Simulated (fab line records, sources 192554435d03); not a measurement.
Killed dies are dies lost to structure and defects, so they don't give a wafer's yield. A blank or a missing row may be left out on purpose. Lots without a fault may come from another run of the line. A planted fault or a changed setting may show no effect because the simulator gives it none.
Split-lot experiment | flow n5_finfet | 7 lots, 21 wafers read, on a route of 1938 steps

THE SPLIT
At N5_BEOL_M15_SPUTTER_44 (material Ta, target thk 15 nm, time 24.19 s), the setting power_w was moved away from the recipe's 15000 W on 9 of the 21 wafers read, by -10.7% to +17.5%. The other wafers ran this setting at the recipe's value.

The reading is taken at the split's own step.

THE READING
Ta_of_BEOL_M15_SPUTTER_44.thk_nm (the simulator's own value, which no gauge read), in nm, at N5_BEOL_M15_SPUTTER_44 (material Ta, target thk 15 nm, time 24.19 s). The file gives no usual value for it. The 12 wafers here that ran the recipe average 14.9 nm, standard deviation 0.29 nm.

wafer  | tool, chamber at the split | power_w as run, W | against the recipe | Ta_of_BEOL_M15_SPUTTER_44.thk_nm, nm | against lot-mates on the recipe
L079.3 | pvd_sputter-03, -          | 16250             | +8.3%              | 16.2                                 | +1.2
L079.5 | pvd_sputter-03, -          | 16250             | +8.3%              | 16.4                                 | +1.4
L079.6 | pvd_sputter-03, -          | 15000             | recipe             | 15                                   | -
L081.2 | pvd_sputter-03, -          | 15000             | recipe             | 14.8                                 | -
L081.4 | pvd_sputter-03, -          | 13920             | -7.2%              | 14                                   | -0.8
L081.6 | pvd_sputter-03, -          | 13920             | -7.2%              | 14                                   | -0.8
L090.1 | pvd_sputter-01, -          | 13810             | -7.9%              | 13.6                                 | -1.2
L090.2 | pvd_sputter-01, -          | 13810             | -7.9%              | 13.6                                 | -1.2
L090.6 | pvd_sputter-01, -          | 15000             | recipe             | 14.8                                 | -
L087.2 | pvd_sputter-01, -          | 15000             | recipe             | 15.4                                 | -
L087.3 | pvd_sputter-01, -          | 15000             | recipe             | 14.8                                 | -
L087.6 | pvd_sputter-01, -          | 15000             | recipe             | 15.2                                 | -
L091.1 | pvd_sputter-02, -          | 15000             | recipe             | 14.6                                 | -
L091.5 | pvd_sputter-02, -          | 15000             | recipe             | 14.6                                 | -
L091.4 | pvd_sputter-02, -          | 15000             | recipe             | 14.4                                 | -
L097.3 | pvd_sputter-03, -          | 13390             | -10.7%             | 13.4                                 | -1.4
L097.4 | pvd_sputter-03, -          | 15000             | recipe             | 14.8                                 | -
L097.5 | pvd_sputter-03, -          | 13390             | -10.7%             | 13.2                                 | -1.6
L096.3 | pvd_sputter-01, -          | 17620             | +17.5%             | 17.6                                 | +2.4
L096.5 | pvd_sputter-01, -          | 15000             | recipe             | 15.2                                 | -
L096.6 | pvd_sputter-01, -          | 15000             | recipe             | 15.2                                 | -

THE FIT
A straight line over all 21 wafers: Ta_of_BEOL_M15_SPUTTER_44.thk_nm changes by +0.154 nm for each +1% of power_w; r = +0.97; the points scatter about the line by 0.25 nm.
The same after taking each lot's own level away (the mean of its wafers on the recipe; 21 wafers): +0.14 nm for each +1%; r = +0.99; scatter 0.14 nm.
On that fit, the largest move of power_w shifts the reading by 2.4 nm.
The lots' own levels span 14.53 to 15.20 nm, that is 2.3 times the standard deviation above.
So the lot-to-lot level changes the slope little: the two slopes agree.
Check: with one of the wafers moved furthest among these (+17.5%) left out of the fit, the line predicts +2.52 nm for it against its lot-mates. It came out at +2.4 nm against them.

OTHER SPLITS ON THESE WAFERS
These wafers also went through other splits before the reading. Each is held against what the fit with the lots' levels taken away leaves over:
other split on the same wafers         | wafers away from the commonest value | r with Ta_of_BEOL_M15_SPUTTER_44.thk_nm (lot level and that fit taken away)
N5_BEOL_M13_ILD_DEP_00 time_s          | 9                                    | +0.28
N5_BEOL_M13_ETCH_59 time_s             | 6                                    | +0.11
N5_BEOL_M13_VIA_ETCH_16 target_depth_a | 9                                    | -0.11
N5_BEOL_M14_TRENCH_ETCH_34 bias_w      | 4                                    | -0.02

THE FILE'S OWN FIT
Ta_of_BEOL_M15_SPUTTER_44.thk_nm changes by +0.139 nm for each +1% of power_w, r = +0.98.
